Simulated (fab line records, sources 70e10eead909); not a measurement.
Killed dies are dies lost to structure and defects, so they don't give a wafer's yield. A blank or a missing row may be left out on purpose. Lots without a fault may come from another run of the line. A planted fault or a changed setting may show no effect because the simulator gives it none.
fab line records | flow nand_harc
record lots=7 wafers=21 last_day=33
route steps=1302 shown P_M0@280 P_M1@285
lots that met no fault: from a run of the same line without faults
start_h: hours from the record's first day to the start of the lot's first wafer shown | wait_h: hours since the lot's step before | " the same as in the row above | L1.1+2: a row that stands for several wafers | - no value, or no start given | * or withheld: withheld | < > ~ a bound
route shown NAME@n: a module of which the file shows steps, and the number in the route of the first | usual: mean/standard deviation of fault-free wafers | same: alike in all rows | chamber/n: place in a boat | sites: the reading at each site | _std_site: their standard deviation | _edge_site: outer sites' mean less inner sites' | radius_mm: how far each site lies from the wafer's centre | mask NAME#n: copy n | behind: the tool/chamber that last shaped the wafer | hold: why the lot was held/for how many hours/how that ended | device: the transistor (n, p or np) that didn't switch | end of line: the same wafers' tests at the end of the route | a step without rows: its recipe alone | killed: dies lost to structure and defects at the first sort, not the wafer's yield | map: a wafer's dies, x killed, . not, _ none there
set.NAME: the setting as run; set.NAME@STEP: as run at that earlier step | model.NAME: the simulator's own value behind a step, which no gauge read
lots at some steps of the route; a table a step, a row a wafer
services: from which hour (start_h, from the record's first day; less than 0 if before it) a tool's chamber was out of use, for how many hours, and why
## steps
# step NHARC_P_M0_SRD_25
# step NHARC_P_M0_INSPECT_27
# usual raw_defect_count=305/120
# columns lot.wafer tool chamber start_h wait_h raw_defect_count
L754.3 defect_inspect-01 - 124.12 0.0 382
L754.5 " - " " 375
L754.6 " - " " 290
L755.2 defect_inspect-01 - 136.20 0.0 555
L755.5 " - " " 390
L755.6 " - " " 382
L759.1 defect_inspect-01 - 178.81 0.0 188
L759.2 " - " " 179
L759.4 " - " " 326
L772.1 defect_inspect-01 - 302.30 0.0 358
L772.2 " - " " 211
L772.6 " - " " 268
L771.1 defect_inspect-01 - 309.21 0.0 178
L771.4 " - " " 164
L771.5 " - " " 284
L774.2 defect_inspect-02 - 324.87 0.0 306
L774.5 " - " " 274
L774.6 " - " " 214
L777.1 defect_inspect-01 - 351.59 0.0 173
L777.5 " - " " 221
L777.6 " - " " 221
# step NHARC_P_M0_PRE_CLEAN_31
# recipe time_s=12 temp_c=370 rf_power_w=300 gas=NH3
# usual heater_power_outer_w=366/41 heater_power_w=639/65
# columns lot.wafer tool chamber start_h wait_h heater_power_outer_w heater_power_w
L754.3 pecvd-02 2 124.21 0.1 382 701
L754.6 " 0 " " 359 615
L754.5 " 2 " " 388 696
L755.2 pecvd-02 1 136.27 0.1 357 600
L755.6 " 1 " " 345 603
L755.5 " 2 " " 382 676
L759.1 pecvd-02 1 178.88 0.1 283 514
L759.2 " 2 " " 366 684
L759.4 " 2 " " 362 665
L772.1 pecvd-01 2 302.37 0.1 316 617
L772.2 " 0 " " 367 617
L772.6 " 0 " " 371 603
L771.1 pecvd-02 2 309.28 0.1 371 707
L771.4 " 2 " " 382 706
L771.5 " 0 " " 401 661
L774.2 pecvd-02 2 325.20 0.3 302 621
L774.6 " 0 " " 355 594
L774.5 " 2 " " 303 614
L777.1 pecvd-02 0 351.69 0.1 402 648
L777.6 " 1 " " 380 649
L777.5 " 2 " " 376 694
# step NHARC_P_M0_DEP_32
# recipe target_thk_a=300 temp_c=370 target_thk_nm=30 pressure_torr=3 flow_sccm=200 rf_w=450 material=SiCN
# usual heater_power_outer_w=325/45 heater_power_w=584/68
# columns lot.wafer tool chamber start_h wait_h heater_power_outer_w heater_power_w
L754.3 pecvd-02 2 124.35 0.1 344 632
L754.6 " 0 " " 376 625
L754.5 " 2 " " 343 627
L755.2 pecvd-02 1 136.35 0.1 309 552
L755.6 " 1 " " 313 540
L755.5 " 2 " " 304 591
L759.1 pecvd-02 1 178.96 0.1 304 539
L759.2 " 2 " " 315 620
L759.4 " 2 " " 334 621
L772.1 pecvd-01 2 302.45 0.1 325 634
L772.2 " 0 " " 343 580
L772.6 " 0 " " 331 579
L771.1 pecvd-02 2 309.36 0.1 286 596
L771.4 " 2 " " 295 581
L771.5 " 0 " " 364 590
L774.2 pecvd-02 2 325.34 0.1 299 586
L774.6 " 0 " " 301 526
L774.5 " 2 " " 302 609
L777.1 pecvd-02 0 351.82 0.1 314 556
L777.6 " 1 " " 333 587
L777.5 " 2 " " 342 661
# step NHARC_P_M1_DEP_00
# recipe target_thk_a=1825 target_thk_nm=182.5 temp_c=withheld pressure_torr=5 flow_sccm=200 rf_w=600 material=SiOC
# step NHARC_P_M1_DEHYDRATE_01
# recipe temp_c=150 time_s=120
# step NHARC_P_M1_HMDS_02
# recipe time_s=30
# step NHARC_P_M1_COAT_34
# recipe temp_c=200 time_s=65
# step NHARC_P_M1_COAT_03
# recipe spin_rpm=1500 resist_thk_nm=90
# step NHARC_P_M1_SOFTBAKE_04
# recipe temp_c=105 time_s=55
# step NHARC_P_M1_EBR_05
# step NHARC_P_M1_EXPOSE_06
# recipe na=1.35 target_cd_nm=130 dose_mj=81.88 mask_id=P_M1
# usual exposure_dose_mJ_cm2=81.78/0.082
# columns lot.wafer tool chamber start_h wait_h mask exposure_dose_mJ_cm2
L754.3 arfi_scanner-02 0 125.38 - P_M1#0 81.80
L754.5 " 0 " " P_M1#0 81.76
L754.6 " 0 " " P_M1#0 81.80
L755.2 arfi_scanner-03 0 137.43 - P_M1#0 81.74
L755.5 " 0 " " P_M1#0 81.64
L755.6 " 0 " " P_M1#0 81.67
L759.1 arfi_scanner-01 0 180.04 - P_M1#0 81.74
L759.2 " 0 " " P_M1#0 81.77
L759.4 " 0 " " P_M1#0 81.78
L772.1 arfi_scanner-01 0 303.43 - P_M1#0 107.82
L772.2 " 0 " " P_M1#0 107.72
L772.6 " 0 " " P_M1#0 107.82
L771.1 arfi_scanner-01 0 310.34 - P_M1#0 102.51
L771.4 " 0 " " P_M1#0 102.53
L771.5 " 0 " " P_M1#0 102.56
L774.2 arfi_scanner-01 0 326.39 - P_M1#0 99.77
L774.5 " 0 " " P_M1#0 99.80
L774.6 " 0 " " P_M1#0 99.79
L777.1 arfi_scanner-02 0 352.95 - P_M1#0 81.72
L777.5 " 0 " " P_M1#0 81.75
L777.6 " 0 " " P_M1#0 81.84
# step NHARC_P_M1_PEB_07
# recipe peb_temp_c=100 peb_time_s=65
# step NHARC_P_M1_DEVELOP_08
# recipe develop_time_s=35 dev_temp_c=23
# step NHARC_P_M1_CD_MEAS_09
# recipe target_cd_nm=130 landing_energy_ev=500
# usual cd_nm=130.2/0.67
# same landing_energy_ev=500
# columns lot.wafer tool chamber start_h wait_h hold cd_nm
L754.3 cd_sem-01 0 125.52 - - 130.1
L754.5 " 0 " " - 129.9
L754.6 " 0 " " - 129.9
L755.2 cd_sem-03 0 137.57 - - 129.8
L755.5 " 0 " " - 129.4
L755.6 " 0 " " - 128.9
L759.1 cd_sem-01 0 180.18 - - 129.9
L759.2 " 0 " " - 129.7
L759.4 " 0 " " - 130.8
L772.1 cd_sem-01 0 303.57 - await_dispo/0.2h/release 146.1
L772.2 " 0 " " await_dispo/0.2h/release 147.1
L772.6 " 0 " " await_dispo/0.2h/release 146.7
L772.1 cd_sem-01 0 - - - 146.0
L772.2 " 0 " " - 147.3
L772.6 " 0 " " - 146.7
L771.1 cd_sem-02 0 310.48 - await_dispo/0.2h/release 144.2
L771.4 " 0 " " await_dispo/0.2h/release 144.4
L771.5 " 0 " " await_dispo/0.2h/release 144.8
L771.1 cd_sem-02 0 - - - 144.4
L771.4 " 0 " " - 144.5
L771.5 " 0 " " - 144.9
L774.2 cd_sem-03 0 326.52 - await_dispo/0.2h/release 141.9
L774.5 " 0 " " await_dispo/0.2h/release 142.4
L774.6 " 0 " " await_dispo/0.2h/release 142.2
L774.2 cd_sem-03 0 - - - 142.0
L774.5 " 0 " " - 142.6
L774.6 " 0 " " - 142.0
L777.1 cd_sem-03 0 353.09 - - 128.9
L777.5 " 0 " " - 129.7
L777.6 " 0 " " - 128.8
# step NHARC_P_M1_OVL_MEAS_10
# recipe pitch_nm=260
# usual overlay_x_nm=0.2/0.66 overlay_y_nm=-0.3/0.81
# columns lot.wafer tool chamber start_h wait_h hold overlay_x_nm overlay_y_nm
L754.3 overlay-02 - 125.60 - - -0.4 -0.1
L754.5 " - " " - -0.8 0.0
L754.6 " - " " - -0.8 0.1
L755.2 overlay-01 - 137.66 - - 0.8 -1.3
L755.5 " - " " - 0.5 -1.2
L755.6 " - " " - 0.9 -0.9
L759.1 overlay-01 - 180.27 - - 0.9 -0.3
L759.2 " - " " - 1.2 0.4
L759.4 " - " " - 0.8 -0.4
L771.1 overlay-01 - 313.44 - await_dispo/2.7h/release 0.4 -0.9
L771.4 " - " " await_dispo/2.7h/release -0.1 -1.0
L771.5 " - " " await_dispo/2.7h/release -0.2 -1.3
L772.1 overlay-01 - 315.48 - await_dispo/11.6h/release 1.0 0.2
L772.2 " - " " await_dispo/11.6h/release 1.0 0.1
L772.6 " - " " await_dispo/11.6h/release 0.4 -0.2
L774.2 overlay-02 - 329.34 - await_dispo/2.5h/release 0.5 -0.7
L774.5 " - " " await_dispo/2.5h/release 0.4 -0.8
L774.6 " - " " await_dispo/2.5h/release 0.6 -0.6
L777.1 overlay-01 - 353.18 - - 1.0 0.5
L777.5 " - " " - 2.0 -0.4
L777.6 " - " " - 1.1 0.8
# step NHARC_P_M1_INSPECT_11
# usual raw_defect_count=4.4/2.4
# columns lot.wafer tool chamber start_h wait_h raw_defect_count
L754.3 defect_inspect-01 - 125.64 0.0 1
L754.5 " - " " 2
L754.6 " - " " 2
L755.2 defect_inspect-02 - 137.69 0.0 3
L755.5 " - " " 3
L755.6 " - " " 2
L759.1 defect_inspect-02 - 180.30 0.0 2
L759.2 " - " " 7
L759.4 " - " " 3
L771.1 defect_inspect-01 - 313.48 0.0 3
L771.4 " - " " 3
L771.5 " - " " 5
L772.1 defect_inspect-02 - 315.51 0.0 4
L772.2 " - " " 4
L772.6 " - " " 1
L774.2 defect_inspect-02 - 329.38 0.0 2
L774.5 " - " " 4
L774.6 " - " " 6
L777.1 defect_inspect-01 - 353.22 0.0 5
L777.5 " - " " 3
L777.6 " - " " 7
# step NHARC_P_M1_DESCUM_14
# recipe time_s=3 o2_flow_sccm=200 ar_flow_sccm=0 bias_power_w=0 chemistry=O2
# usual drypump_motor_current_A=5.7/0.35 o2_flow_sccm=200.0/0.59 oes_product_au=1.005/0.013 rf_vpp_V=57.9/0.85 showerhead_plenum_p_Torr=1.90/0.081 throttle_valve_pct=11.310/0.0097
# same bias_power_w=0
# columns lot.wafer tool chamber start_h wait_h drypump_motor_current_A o2_flow_sccm oes_product_au rf_hours_counter_h rf_vpp_V showerhead_plenum_p_Torr throttle_valve_pct model.P_M1.cd_nm
L754.3 rie_diel-02 0 125.72 0.1 5.6 200.1 1.006 24 57.4 1.85 11.294 130.6
L754.5 " 2 " " 5.6 200.5 0.992 - 58.1 1.82 11.307 130.3
L754.6 " 3 " " 5.7 199.1 1.006 - 57.3 1.87 11.291 129.5
L755.2 rie_diel-07 0 137.76 0.1 5.1 200.2 1.020 0 56.4 2.02 11.300 129.6
L755.5 " 3 " " 5.8 200.0 1.012 - 58.2 1.79 11.311 129.9
L755.6 " 0 " " 5.1 200.8 1.016 - 59.9 2.02 11.315 129.1
L759.1 rie_diel-07 3 180.37 0.1 5.8 200.4 1.010 5 57.3 1.79 11.301 130.4
L759.2 " 1 " " 5.3 200.8 1.015 5 57.5 1.91 11.317 129.3
L759.4 " 2 " " 5.8 200.5 1.008 4 58.1 1.85 11.324 130.1
L771.1 rie_diel-02 1 313.54 0.1 6.1 200.3 0.996 21 57.7 2.05 11.301 144.4
L771.4 " 0 " " 5.6 199.8 0.980 22 58.2 1.84 11.326 144.7
L771.5 " 2 " " 5.6 200.7 0.998 - 57.4 1.81 11.328 143.9
L772.2 rie_diel-02 1 315.57 0.1 6.1 199.9 1.004 20 58.0 2.05 11.313 147.9
L772.1 " 2 " " 5.6 199.6 0.994 21 57.8 1.81 11.307 145.3
L772.6 " 2 " " 5.6 199.8 1.001 - 58.9 1.81 11.312 145.9
L774.2 rie_diel-04 0 329.46 0.1 5.6 200.1 0.977 9 57.8 1.82 11.308 141.6
L774.5 " 2 " " 6.0 199.8 1.006 - 58.1 1.92 11.297 142.1
L774.6 " 3 " " 6.4 199.8 0.996 - 57.7 1.90 11.303 142.2
L777.1 rie_diel-04 0 353.28 0.1 5.6 199.5 0.978 11 57.7 1.82 11.296 128.5
L777.6 " 0 " " 5.6 199.8 0.975 - 57.4 1.82 11.300 127.7
L777.5 " 1 " " 5.7 200.6 1.033 - 58.8 1.99 11.319 129
# step NHARC_P_M1_ETCH_35
# recipe target_depth_a=400 overetch_a=120 time_s=43.94 ion_energy_ev=200 n2_flow_sccm=150 h2_flow_sccm=150 ar_flow_sccm=0 rf_w=400 bias_w=150 chemistry=N2/H2
# usual drypump_motor_current_A=5.7/0.36 oes_product_au=1.005/0.012 rf_vpp_V=430.2/2.5 showerhead_plenum_p_Torr=2.03/0.088 throttle_valve_pct=14.171/0.01
# columns lot.wafer tool chamber start_h wait_h drypump_motor_current_A oes_product_au rf_hours_counter_h rf_vpp_V showerhead_plenum_p_Torr throttle_valve_pct
L754.3 rie_diel-02 1 125.79 0.1 6.1 0.996 25 434.5 2.21 14.165
L754.5 " 0 " " 5.6 0.982 - 429.1 1.97 14.161
L754.6 " 1 " " 6.1 0.995 - 433.8 2.21 14.179
L755.2 rie_diel-07 0 137.84 0.1 5.0 1.019 0 432.7 2.15 14.156
L755.6 " 3 " " 5.8 1.004 - 426.7 1.91 14.182
L755.5 " 0 " " 5.0 1.010 - 434.1 2.15 14.169
L759.4 rie_diel-07 0 180.45 0.1 5.1 1.028 5 434.5 2.15 14.178
L759.1 " 1 " " 5.3 1.008 5 430.4 2.03 14.182
L759.2 " 3 " " 5.8 1.012 5 427.4 1.91 14.173
L771.4 rie_diel-02 2 313.63 0.1 5.6 0.992 22 426.7 1.92 14.158
L771.1 " 3 " " 5.6 1.002 19 428.1 1.98 14.173
L771.5 " 1 " " 6.1 0.999 - 434.3 2.19 14.171
L772.1 rie_diel-02 2 315.67 0.1 5.6 1.000 21 427.2 1.92 14.166
L772.2 " 3 " " 5.7 1.014 18 429.5 1.98 14.158
L772.6 " 1 " " 6.1 0.996 - 434.1 2.19 14.162
L774.2 rie_diel-04 2 329.53 0.1 5.9 1.006 11 430.0 2.05 14.158
L774.5 " 1 " " 5.7 1.013 - 433.7 2.12 14.173
L774.6 " 2 " " 5.9 1.002 - 431.4 2.05 14.182
L777.1 rie_diel-04 2 353.37 0.1 5.9 1.007 13 430.2 2.05 14.177
L777.6 " 1 " " 5.7 1.023 - 433.2 2.12 14.184
L777.5 " 2 " " 6.0 1.011 - 429.8 2.04 14.184
# step NHARC_P_M1_ETCH_15
# recipe target_depth_a=1825 time_s=91.2 c4f8_flow_sccm=withheld ar_flow_sccm=400 rf_w=600 bias_w=300 chemistry=C4F8/Ar
# usual oes_product_au=0.959/0.024 rf_vpp_V=440.5/2.5
# columns lot.wafer tool chamber start_h wait_h oes_product_au rf_hours_counter_h rf_vpp_V
L754.3 rie_diel-02 1 - - 0.975 25 445.6
L754.5 " 1 " " 0.976 - 446.9
L754.6 " 2 " " 0.947 - 437.1
L755.2 rie_diel-07 1 - - 0.985 0 441.2
L755.5 " 0 " " 0.975 - 442.5
L755.6 " 1 " " 0.983 - 440.8
L759.2 rie_diel-07 3 - - 0.971 5 436.4
L759.4 " 1 " " 0.982 5 439.8
L759.1 " 2 " " 0.974 4 438.6
L771.4 rie_diel-02 0 - - 0.956 22 439.3
L771.1 " 1 " " 0.967 21 444.5
L771.5 " 3 " " 0.989 - 439.4
L772.2 rie_diel-02 3 - - 0.980 18 440.2
L772.1 " 0 " " 0.963 21 439.5
L772.6 " 1 " " 0.965 - 445.1
L774.2 rie_diel-04 3 - - 0.928 11 440.3
L774.6 " 0 " " 0.906 - 437.3
L774.5 " 1 " " 0.946 - 444.6
L777.1 rie_diel-04 3 - - 0.985 13 439.2
L777.6 " 0 " " 0.954 - 438.1
L777.5 " 1 " " 0.987 - 443.9
# step NHARC_P_M1_CD_MEAS_16
# usual cd_nm=130.2/0.92
# columns lot.wafer tool chamber start_h wait_h hold cd_nm
L754.3 cd_sem-01 - 126.01 - - 130.6
L754.5 " - " " - 130.4
L754.6 " - " " - 129.5
L755.2 cd_sem-01 - 138.06 - - 130.3
L755.5 " - " " - 130.2
L755.6 " - " " - 129.7
L759.1 cd_sem-01 - 180.67 - - 130.8
L759.2 " - " " - 130.1
L759.4 " - " " - 130.8
L771.1 cd_sem-02 - 313.85 - await_dispo/0.2h/release 144.4
L771.4 " - " " await_dispo/0.2h/release 145.5
L771.5 " - " " await_dispo/0.2h/release 144.1
L771.1 cd_sem-02 - 314.03 0.2 - 144.4
L771.4 " - " " - 145.3
L771.5 " - " " - 144.3
L772.1 cd_sem-03 - 315.88 - await_dispo/0.2h/release 145.6
L772.2 " - " " await_dispo/0.2h/release 147.9
L772.6 " - " " await_dispo/0.2h/release 145.8
L772.1 cd_sem-03 - 316.06 0.2 - 145.4
L772.2 " - " " - 148.3
L772.6 " - " " - 145.7
L774.2 cd_sem-03 - 329.74 - await_dispo/0.2h/release 141.9
L774.5 " - " " await_dispo/0.2h/release 141.9
L774.6 " - " " await_dispo/0.2h/release 142.6
L774.2 cd_sem-03 - 329.93 0.2 - 141.6
L774.5 " - " " - 141.9
L774.6 " - " " - 142.4
L777.1 cd_sem-03 - 353.58 - - 128.8
L777.5 " - " " - 129.5
L777.6 " - " " - 127.6
# step NHARC_P_M1_STRIP_18
# recipe power_w=1000 n2_flow_sccm=150 h2_flow_sccm=150 ar_flow_sccm=0 bias_w=0 chemistry=N2/H2
# usual drypump_motor_current_A=5.8/0.36 oes_product_au=1.008/0.014 rf_vpp_V=90.4/0.97 showerhead_plenum_p_Torr=2.03/0.074 throttle_valve_pct=14.172/0.009
# columns lot.wafer tool chamber start_h wait_h hold drypump_motor_current_A oes_product_au rf_hours_counter_h rf_vpp_V showerhead_plenum_p_Torr throttle_valve_pct
L754.3 rie_diel-04 2 126.16 0.1 - 6.0 0.997 6.3 90.8 2.05 14.173
L754.6 " 3 " " - 6.4 1.001 - 91.6 2.03 14.181
L754.5 " 0 " " - 5.6 0.972 - 88.5 1.95 14.168
L755.2 rie_diel-04 3 138.21 0.1 - 6.4 0.991 6.6 89.9 2.03 14.157
L755.5 " 0 " " - 5.6 0.962 - 88.9 1.95 14.157
L755.6 " 1 " " - 5.7 1.010 - 90.7 2.13 14.176
L759.2 rie_diel-07 1 180.74 0.1 - 5.3 1.010 5.2 90.7 2.03 14.187
L759.1 " 2 " " - 5.8 1.007 4.5 91.3 1.97 14.179
L759.4 " 0 " " - 5.1 1.009 5.5 90.9 2.15 14.181
L772.2 rie_diel-04 2 318.91 2.8 await_dispo/2.8h/release 6.0 1.011 10.2 90.9 2.05 14.174
L772.1 " 3 " " await_dispo/2.8h/release 6.4 1.018 9.5 89.5 2.02 14.175
L772.6 " 3 " " await_dispo/2.8h/release 6.4 1.018 - 89.1 2.02 14.183
L771.1 rie_diel-04 3 318.95 4.9 await_dispo/4.8h/release 6.4 1.006 9.9 91.0 2.02 14.159
L771.4 " 0 " " await_dispo/4.8h/release 5.6 0.986 8.8 90.5 1.94 14.179
L771.5 " 1 " " await_dispo/4.8h/release 5.7 1.018 - 90.8 2.12 14.184
L774.2 rie_diel-04 3 330.62 0.7 await_dispo/0.6h/release 6.4 1.011 10.5 90.2 2.02 14.169
L774.6 " 3 " " await_dispo/0.6h/release 6.4 1.007 - 90.2 2.02 14.175
L774.5 " 0 " " await_dispo/0.6h/release 5.6 0.996 - 89.7 1.94 14.174
L777.1 rie_diel-07 1 353.66 0.1 - 5.3 1.008 2.8 89.4 2.03 14.169
L777.5 " 1 " " - 5.3 1.012 - 90.6 2.03 14.171
L777.6 " 2 " " - 5.8 1.014 - 89.8 1.96 14.165
# step NHARC_P_M1_ETCH_28
# recipe target_depth_a=300 over_etch_frac=0.3 time_s=72.99 ion_energy_ev=150 cf4_flow_sccm=50 n2_flow_sccm=100 ar_flow_sccm=150 rf_w=300 bias_w=100 chemistry=CF4/N2
# usual drypump_motor_current_A=5.8/0.35 oes_product_au=1.007/0.015 rf_vpp_V=314.0/1.6 showerhead_plenum_p_Torr=2.61/0.089 throttle_valve_pct=19.796/0.0087
# columns lot.wafer tool chamber start_h wait_h drypump_motor_current_A oes_product_au rf_hours_counter_h rf_vpp_V showerhead_plenum_p_Torr throttle_valve_pct model.P_M1.cd_nm
L754.3 rie_diel-04 3 - - 6.4 0.982 6.5 314.8 2.61 19.810 132.2
L754.5 " 3 " " 6.4 0.988 - 313.9 2.61 19.780 131.2
L754.6 " 0 " " 5.6 0.962 - 313.6 2.51 19.804 130.2
L755.2 rie_diel-04 0 - - 5.6 0.974 7.3 312.2 2.51 19.802 131
L755.5 " 2 " " 5.9 1.013 - 313.5 2.64 19.788 130.7
L755.6 " 3 " " 6.4 1.002 - 315.4 2.61 19.806 130.7
L759.4 rie_diel-07 3 - - 5.8 1.003 4.8 311.4 2.47 19.800 130.6
L759.2 " 0 " " 5.1 1.005 5.6 315.0 2.76 19.801 129.7
L759.1 " 2 " " 5.8 1.000 4.5 312.9 2.54 19.795 131.1
L771.1 rie_diel-04 0 - - 5.6 0.986 8.9 312.1 2.51 19.797 144.9
L771.4 " 2 " " 5.9 1.006 10.7 314.7 2.63 19.809 144
L771.5 " 0 " " 5.6 0.995 - 313.9 2.51 19.786 144.4
L772.1 rie_diel-04 3 - - 6.4 1.006 9.5 314.8 2.61 19.803 146.4
L772.2 " 0 " " 5.6 1.002 8.6 312.9 2.51 19.791 147.9
L772.6 " 0 " " 5.6 0.998 - 312.7 2.51 19.784 145.8
L774.2 rie_diel-04 1 - - 5.7 1.025 10.2 315.6 2.72 19.809 143
L774.5 " 1 " " 5.8 1.027 - 316.4 2.72 19.793 141.4
L774.6 " 2 " " 6.0 1.006 - 315.2 2.63 19.807 143.9
L777.1 rie_diel-07 2 - - 5.8 1.012 2.9 313.5 2.54 19.797 128.5
L777.6 " 0 " " 5.1 1.009 - 316.1 2.75 19.792 128.7
L777.5 " 1 " " 5.3 1.009 - 314.5 2.61 19.794 129.3
# step NHARC_P_M1_STRIP_19
# recipe time_s=600 temp_c=30 chemistry=post_etch_residue_remover
## services
# columns tool chamber start_h hours kind
arfi_scanner-01 - 115.46 52.7 repair
rie_diel-07 - 117.41 9.0 pm
pecvd-01 - 129.33 3.0 repair
pecvd-01 - 132.34 13.0 pm
rie_diel-02 3 137.90 3.8 repair
arfi_scanner-02 - 138.19 5.7 repair
rie_diel-02 3 142.98 4.2 repair
arfi_scanner-02 - 167.26 45.6 repair
rie_diel-04 - 177.90 9.0 pm
arfi_scanner-01 - 203.02 0.9 repair
rie_diel-02 1 204.14 16.0 repair
arfi_scanner-01 - 211.67 0.2 repair
arfi_scanner-01 - 213.37 0.2 repair
rie_diel-02 - 216.81 9.0 pm
pecvd-02 - 227.18 13.0 pm
arfi_scanner-01 - 252.00 4.0 pm
rie_diel-07 1 265.50 10.0 repair
arfi_scanner-02 - 283.21 0.7 repair
rie_diel-07 - 294.41 9.0 pm
pecvd-02 0 313.10 8.2 repair
pecvd-01 - 313.34 13.0 pm
arfi_scanner-02 - 315.86 4.0 pm
pecvd-01 - 342.15 15.5 repair
arfi_scanner-01 - 346.45 0.4 repair
## key
first_sign step=NHARC_P_M1_EXPOSE_06 reading=exposure_dose_mJ_cm2 direction=up sigmas=99+ usual=81.78 struck=103.37
effect step=NHARC_P_M1_CD_MEAS_09 reading=visit direction=added through=control_loop
effect step=NHARC_P_M1_CD_MEAS_09 reading=cd_nm direction=up sigmas=21 usual=130.2 struck=144.4 through=control_loop
effect step=NHARC_P_M1_CD_MEAS_16 reading=visit direction=added through=control_loop
effect step=NHARC_P_M1_CD_MEAS_16 reading=cd_nm direction=up sigmas=15 usual=130.2 struck=144.4 through=control_loop
model_effect step=NHARC_P_M1_DESCUM_14 value=P_M1.cd_nm without=130.2 struck=144.2
model_effect step=NHARC_P_M1_ETCH_28 value=P_M1.cd_nm without=130.6 struck=144.6
met_at NHARC_P_M1_EXPOSE_06
struck_wafers L771.1,L771.4,L771.5,L772.1,L772.2,L772.6,L774.2,L774.5,L774.6
sort_left_out L771.1,L771.4,L771.5,L772.1,L772.2,L772.6,L774.2,L774.5,L774.6
loop_trim step=NHARC_P_M1_EXPOSE_06 setting=dose lots=L771,L774
onset_between 180.04 303.43
fault kind=process_parameter_drift tool=arfi_scanner-01 chamber=- onset_h=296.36 steps=NHARC_P_M1_EXPOSE_06 channel=dose_mj offset=25.993 shape=step acts_in=these_recipes_only stated=81.88
# sort_left_out: the simulated sort isn't trusted on such a fault, so these wafers' sort isn't shown, and their yield isn't known
# loop_trim: a control loop set the setting to another value than it would have without faults
